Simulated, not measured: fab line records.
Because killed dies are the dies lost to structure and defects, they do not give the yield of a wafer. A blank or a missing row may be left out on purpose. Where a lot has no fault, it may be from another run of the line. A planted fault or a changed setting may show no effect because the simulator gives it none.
What tool caused it? | flow n5-finfet | Sampling: 10 lots, 30 wafers, 5 of 1938 route steps

WHAT THE GAUGES READ, wafer by wafer
No reading from a measuring or inspecting step in the record can be judged against a usual standard deviation.

EACH LOT AND THE TOOL THAT RAN IT (in order: tool; ch and the chambers of the sampled wafers; start)
lot  | N5_BEOL_M15_STRIP_64                          | N5_BEOL_M15_SPUTTER_44       | N5_BEOL_M15_SPUTTER_45       | N5_BEOL_M15_CMP_49            | N5_MIM_TOP_ALD_01
L870 | rie-diel-05 ch 1,3, day 12 08:23 or earlier   | pvd-sputter-03, day 12 08:23 | pvd-sputter-03, day 12 08:28 | cmp-01 ch 2,3, day 12 09:08   | ald-hk-02 ch 0,2, no start
L871 | rie-diel-02 ch 1,2, day 12 19:15 or earlier   | pvd-sputter-03, day 12 19:15 | pvd-sputter-03, day 12 19:20 | cmp-04 ch 0,1, day 12 20:22   | ald-hk-02 ch 0,2, no start
L872 | rie-diel-04 ch 0,1,3, day 12 23:49 or earlier | pvd-sputter-02, day 12 23:49 | pvd-sputter-02, day 12 23:53 | cmp-01 ch 0,1,2, day 13 00:33 | ald-hk-03 ch 0,1,2, no start
L874 | rie-diel-02 ch 1,2,3, day 13 15:05 or earlier | pvd-sputter-01, day 13 15:05 | pvd-sputter-01, day 13 15:10 | cmp-04 ch 0,2,3, day 13 15:53 | ald-hk-01 ch 1,2,3, no start
L877 | rie-diel-04 ch 1,2,3, day 14 04:56 or earlier | pvd-sputter-02, day 14 04:56 | pvd-sputter-02, day 14 05:01 | cmp-03 ch 0,1,3, day 14 05:45 | ald-hk-03 ch 2,3, no start
L880 | rie-diel-04 ch 0,2, day 14 15:20 or earlier   | pvd-sputter-01, day 14 15:20 | pvd-sputter-01, day 14 15:25 | cmp-01 ch 2,3, day 14 16:15   | ald-hk-03 ch 0,1,3, no start
L881 | rie-diel-02 ch 0,2,3, day 15 11:26 or earlier | pvd-sputter-03, day 15 11:26 | pvd-sputter-03, day 15 11:31 | cmp-01 ch 2,3, day 15 12:08   | ald-hk-02 ch 0,2,3, no start
L884 | rie-diel-05 ch 1,3, day 15 17:33 or earlier   | pvd-sputter-02, day 15 17:33 | pvd-sputter-02, day 15 17:38 | cmp-04 ch 0,1, day 15 18:19   | ald-hk-03 ch 0,1, no start
L889 | rie-diel-05 ch 2,3, day 16 12:56 or earlier   | pvd-sputter-03, day 16 12:56 | pvd-sputter-03, day 16 13:01 | cmp-04 ch 0,3, day 16 13:49   | ald-hk-02 ch 0,2,3, no start
L888 | rie-diel-05 ch 2,3, day 16 20:35 or earlier   | pvd-sputter-03, day 16 20:35 | pvd-sputter-03, day 16 20:40 | cmp-04 ch 1,3, day 16 21:22   | ald-hk-03 ch 0,1,3, no start
- N5_BEOL_M15_STRIP_64: strips in O2.
- N5_BEOL_M15_SPUTTER_44: material Ta, target thk 15 nm, time 24.19 s.
- N5_BEOL_M15_SPUTTER_45: material Cu, target thk 100 nm, time 16.67 s.
- N5_BEOL_M15_CMP_49: polishes, stops on SiO2, t overpolish 4.9 s, target thk 850 nm.
- N5_MIM_TOP_ALD_01: deposits HfO2, target thk 5.6 nm, pulse time 1 s, purge time 3 s.

AS READ BY THE TOOLS THEMSELVES (means over the sampled wafers that have a number; for cases with no such wafer, the mark the record gives instead)
N5_BEOL_M15_STRIP_64.
lot  | tool        | drypump-motor-current-A (A) | oes-product-au (a.u.) | rf-vpp-V (V) | showerhead-plenum-p-Torr (Torr) | throttle-valve-pct (%)
L870 | rie-diel-05 | 5.5                         | 0.77                  | 3.9          | 2.06                            | 16.72
L871 | rie-diel-02 | 5.8                         | 0.86                  | 3.6          | 2.11                            | 16.84
L872 | rie-diel-04 | 5.5                         | 0.90                  | 3.4          | 2.20                            | 16.35
L874 | rie-diel-02 | 5.7                         | 0.82                  | 3.6          | 2.15                            | 16.76
L877 | rie-diel-04 | 5.4                         | 0.85                  | 3.6          | 2.16                            | 16.51
L880 | rie-diel-04 | 5.2                         | 0.82                  | 3.9          | 2.21                            | 16.51
L881 | rie-diel-02 | 5.7                         | 0.81                  | 3.9          | 2.12                            | 16.77
L884 | rie-diel-05 | 5.4                         | 0.94                  | 3.8          | 2.05                            | 16.50
L889 | rie-diel-05 | 5.6                         | 0.84                  | 3.8          | 2.03                            | 16.49
L888 | rie-diel-05 | 5.5                         | 0.85                  | 3.6          | 2.05                            | 16.65

N5_BEOL_M15_SPUTTER_44.
lot  | tool           | throttle-valve-pct (%)
L870 | pvd-sputter-03 | 31.0
L871 | pvd-sputter-03 | 31.1
L872 | pvd-sputter-02 | 30.1
L874 | pvd-sputter-01 | 29.8
L877 | pvd-sputter-02 | 30.1
L880 | pvd-sputter-01 | 30.2
L881 | pvd-sputter-03 | 31.3
L884 | pvd-sputter-02 | 29.7
L889 | pvd-sputter-03 | 31.3
L888 | pvd-sputter-03 | 31.3

N5_BEOL_M15_SPUTTER_45.
lot  | tool           | throttle-valve-pct (%)
L870 | pvd-sputter-03 | 31.1
L871 | pvd-sputter-03 | 31.0
L872 | pvd-sputter-02 | 30.0
L874 | pvd-sputter-01 | 29.9
L877 | pvd-sputter-02 | 30.1
L880 | pvd-sputter-01 | 30.0
L881 | pvd-sputter-03 | 31.4
L884 | pvd-sputter-02 | 29.7
L889 | pvd-sputter-03 | 31.4
L888 | pvd-sputter-03 | 31.3

N5_BEOL_M15_CMP_49.
lot  | tool   | barrier-field-endpoint-s (s) | motor-current-A (A)
L870 | cmp-01 | 11.67                        | 8.3
L871 | cmp-04 | 11.45                        | 7.6
L872 | cmp-01 | 11.39                        | 8.2
L874 | cmp-04 | 11.23                        | 8.0
L877 | cmp-03 | 11.35                        | 7.9
L880 | cmp-01 | 11.37                        | 8.3
L881 | cmp-01 | 11.30                        | 8.1
L884 | cmp-04 | 11.19                        | 8.2
L889 | cmp-04 | 12.23                        | 8.3
L888 | cmp-04 | 12.92                        | 8.5

N5_MIM_TOP_ALD_01.
lot  | tool      | precursor-pulse-height-rel
L870 | ald-hk-02 | 0.991
L871 | ald-hk-02 | 0.990
L872 | ald-hk-03 | 0.993
L874 | ald-hk-01 | 0.980
L877 | ald-hk-03 | 1.000
L880 | ald-hk-03 | 0.998
L881 | ald-hk-02 | 0.989
L884 | ald-hk-03 | 0.978
L889 | ald-hk-02 | 0.992
L888 | ald-hk-03 | 1.005

THE ANSWER, worked out from the rows above alone
Rule: what is usual is taken from the lots themselves. Put in order of their means at a reading, lots are off if they are a third of the lots or fewer, leave a main group of 4 or more, and stand apart from it by a gap of 3 or more times the standard deviation of the main group's means; of several such gaps the widest counts. A main group is skipped when, at the precision printed for the reading in the tables above, its means are all equal. Also off: a lot with no number at a reading for which 4 or more lots have one. Any other lot the step has rows for is counted as sound. The gauges are gone through in route order, then the tools' own readings, and for those a lot's mean is taken as printed above. The first step at which some lot is off is used, and at that step the reading that is off furthest; a lot without a number counts as furthest.
Off at N5_BEOL_M15_CMP_49 (barrier-field-endpoint-s): L889, L888. The main group: mean 11.37 s, standard deviation 0.14.
If a tool, at that step or one of the process steps before it, ran each lot that is off and ran no sound lot following the first of them, it fits. N5_BEOL_M15_STRIP_64 gives no start for some lots, so the hours and the order of its lots are those of N5_BEOL_M15_SPUTTER_44. Can't be told from this: 3 tools fit, rie-diel-05 at N5_BEOL_M15_STRIP_64, pvd-sputter-03 at N5_BEOL_M15_SPUTTER_44 and N5_BEOL_M15_SPUTTER_45, cmp-04 at N5_BEOL_M15_CMP_49.

WHAT THE SIMULATOR HAD PUT IN
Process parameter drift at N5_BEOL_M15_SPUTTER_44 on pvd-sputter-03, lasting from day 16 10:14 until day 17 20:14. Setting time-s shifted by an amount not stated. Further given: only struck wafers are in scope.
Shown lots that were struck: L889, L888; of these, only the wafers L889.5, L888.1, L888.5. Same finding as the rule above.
